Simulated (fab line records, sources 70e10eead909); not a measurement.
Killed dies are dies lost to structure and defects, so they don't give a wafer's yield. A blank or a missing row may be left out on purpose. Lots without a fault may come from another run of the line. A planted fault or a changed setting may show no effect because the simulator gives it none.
Which tool did it? | flow nand_harc | 13 lots, 39 wafers sampled, at 5 steps of a route of 1302

WHAT THE GAUGES READ, wafer by wafer
NHARC_END_SORT_01.
lot  | measured     | on        | killed_at_array | killed_at_other | killed_at_periphery | killed_dies | killed_open | killed_short
L113 | day 32 00:10 | prober-01 | 674 672 674     | 0 0 2           | 3 5 1               | 677 677 677 | 1 2 4       | 6 3 2
L114 | day 32 17:53 | prober-01 | 673 675 675     | 2 0 0           | 2 2 2               | 677 677 677 | 8 4 3       | 1 2 2

WHICH TOOL RAN EACH LOT (tool, then ch and the chambers of the sampled wafers, then the start)
lot  | NHARC_A_CONTACT_DEP_84        | NHARC_A_CONTACT_ETCH_135             | NHARC_A_CONTACT_ETCH_138             | NHARC_A_CONTACT_ALD_18
L995 | acl_dep-03 ch 0, day 21 23:20 | har_cap_etch-02 ch 0,1, day 22 03:04 | har_cap_etch-02 ch 0,1, day 22 03:53 | ald_metal-01 ch 0,1,2, day 22 05:53
L999 | acl_dep-03 ch 0, day 23 16:14 | har_cap_etch-01 ch 0,1, day 23 20:08 | har_cap_etch-01 ch 0,1, day 23 21:14 | ald_metal-04 ch 0,3, day 23 23:25
L998 | acl_dep-02 ch 0, day 23 23:05 | har_cap_etch-03 ch 0,1, day 24 02:19 | har_cap_etch-03 ch 0,1, day 24 03:07 | ald_metal-01 ch 0,2, day 24 05:06
L100 | acl_dep-02 ch 0, day 24 07:26 | har_cap_etch-03 ch 0,1, day 24 11:10 | har_cap_etch-03 ch 0,1, day 24 11:59 | ald_metal-03 ch 0,1,3, day 24 13:59
L101 | acl_dep-01 ch 0, day 25 06:19 | har_cap_etch-01 ch 0,1, day 25 10:26 | har_cap_etch-01 ch 0,1, day 25 11:15 | ald_metal-04 ch 0,3, day 25 13:24
L103 | acl_dep-01 ch 0, day 25 08:02 | har_cap_etch-03 ch 0,1, day 25 12:14 | har_cap_etch-03 ch 0,1, day 25 13:02 | ald_metal-03 ch 0,1,2, day 25 15:02
L104 | acl_dep-02 ch 0, day 26 04:07 | har_cap_etch-01 ch 0,1, day 26 08:13 | har_cap_etch-01 ch 0,1, day 26 09:02 | ald_metal-03 ch 0,1,3, day 26 11:19
L107 | acl_dep-01 ch 0, day 27 00:23 | har_cap_etch-02 ch 0,1, day 27 04:19 | har_cap_etch-02 ch 0,1, day 27 05:24 | ald_metal-03 ch 0,2,3, day 27 07:29
L113 | acl_dep-02 ch 0, day 29 17:54 | har_cap_etch-03 ch 0,1, day 29 21:59 | har_cap_etch-03 ch 0,1, day 29 22:48 | ald_metal-03 ch 1,3, day 30 00:46
L114 | acl_dep-02 ch 0, day 30 13:48 | har_cap_etch-02 ch 0,1, day 30 17:47 | har_cap_etch-02 ch 0,1, day 30 18:37 | ald_metal-01 ch 0,3, day 30 20:39
L116 | acl_dep-03 ch 0, day 30 20:13 | har_cap_etch-01 ch 0,1, day 30 23:41 | har_cap_etch-01 ch 0,1, day 31 00:30 | ald_metal-04 ch 0,1, day 31 02:25
L117 | acl_dep-02 ch 0, day 31 01:13 | har_cap_etch-02 ch 0,1, day 31 05:08 | har_cap_etch-02 ch 0,1, day 31 05:57 | ald_metal-01 ch 0,2,3, day 31 07:55
L118 | acl_dep-03 ch 0, day 31 07:39 | har_cap_etch-02 ch 0,1, day 31 11:22 | har_cap_etch-02 ch 0,1, day 31 12:10 | ald_metal-04 ch 0,3, day 31 14:10
- NHARC_A_CONTACT_DEP_84: deposits aC, target thk 2800 nm.
- NHARC_A_CONTACT_ETCH_135: etches the open film in C4F8/O2/Ar, time 311 s, target depth 1912 nm.
- NHARC_A_CONTACT_ETCH_138: etches the open film in C4F8/O2/Ar, time 311 s, target depth 1914 nm.
- NHARC_A_CONTACT_ALD_18: deposits TiN, target thk 3 nm, pulse time 1 s, ald cycles 150.

WHAT THE TOOLS THEMSELVES READ (means of the sampled wafers that have a number; where no wafer has one, the mark that the record gives instead)
NHARC_A_CONTACT_DEP_84.
lot  | tool       | throttle_valve_pct (%)
L995 | acl_dep-03 | 34.998
L999 | acl_dep-03 | 35.002
L998 | acl_dep-02 | 34.997
L100 | acl_dep-02 | 34.998
L101 | acl_dep-01 | 34.998
L103 | acl_dep-01 | 34.990
L104 | acl_dep-02 | 34.996
L107 | acl_dep-01 | 34.997
L113 | acl_dep-02 | 34.995
L114 | acl_dep-02 | 34.996
L116 | acl_dep-03 | 34.996
L117 | acl_dep-02 | 35.001
L118 | acl_dep-03 | 34.995

NHARC_A_CONTACT_ALD_18.
lot  | tool         | heater_power_outer_w (W) | heater_power_w (W) | precursor_pulse_height_rel
L995 | ald_metal-01 | 698                      | 1099               | 0.992
L999 | ald_metal-04 | 699                      | 1091               | 1.008
L998 | ald_metal-01 | 676                      | 1073               | 1.000
L100 | ald_metal-03 | 710                      | 1088               | 0.996
L101 | ald_metal-04 | 715                      | 1111               | 1.001
L103 | ald_metal-03 | 646                      | 1031               | 1.012
L104 | ald_metal-03 | 709                      | 1070               | 1.002
L107 | ald_metal-03 | 617                      | 952                | 1.011
L113 | ald_metal-03 | -                        | -                  | -
L114 | ald_metal-01 | -                        | -                  | -
L116 | ald_metal-04 | 604                      | 907                | 1.010
L117 | ald_metal-01 | 677                      | 1040               | 1.002
L118 | ald_metal-04 | 700                      | 1133               | 1.001

THE ANSWER, worked out from the rows above alone
Rule: what is usual is taken from the lots themselves. Put in order of their means at a reading, lots are off if they are a third of the lots or fewer, leave a main group of 4 or more, and stand apart from it by a gap of 3 or more times the standard deviation of the main group's means; of several such gaps the widest counts. A main group whose means are all the same, to the digits that the tables above print for the reading, isn't used. A lot without any number at a reading at which 4 lots or more have one is off too. The other lots that the step has rows for count as sound. The gauges are gone through in route order, then the tools' own readings, and for those a lot's mean is taken as printed above. The first step at which some lot is off is used, and at that step the reading that is off furthest; a lot without a number counts as furthest.
Off: L113, L114, at NHARC_A_CONTACT_ALD_18 (heater_power_outer_w). Without a number there: L113, L114. The main group: mean 677 W, standard deviation 37.
A tool fits if, at that step or a process step before it, it ran every lot that is off, and no sound lot after the first of them. None of those tried fits.

WHAT THE SIMULATOR HAD PUT IN
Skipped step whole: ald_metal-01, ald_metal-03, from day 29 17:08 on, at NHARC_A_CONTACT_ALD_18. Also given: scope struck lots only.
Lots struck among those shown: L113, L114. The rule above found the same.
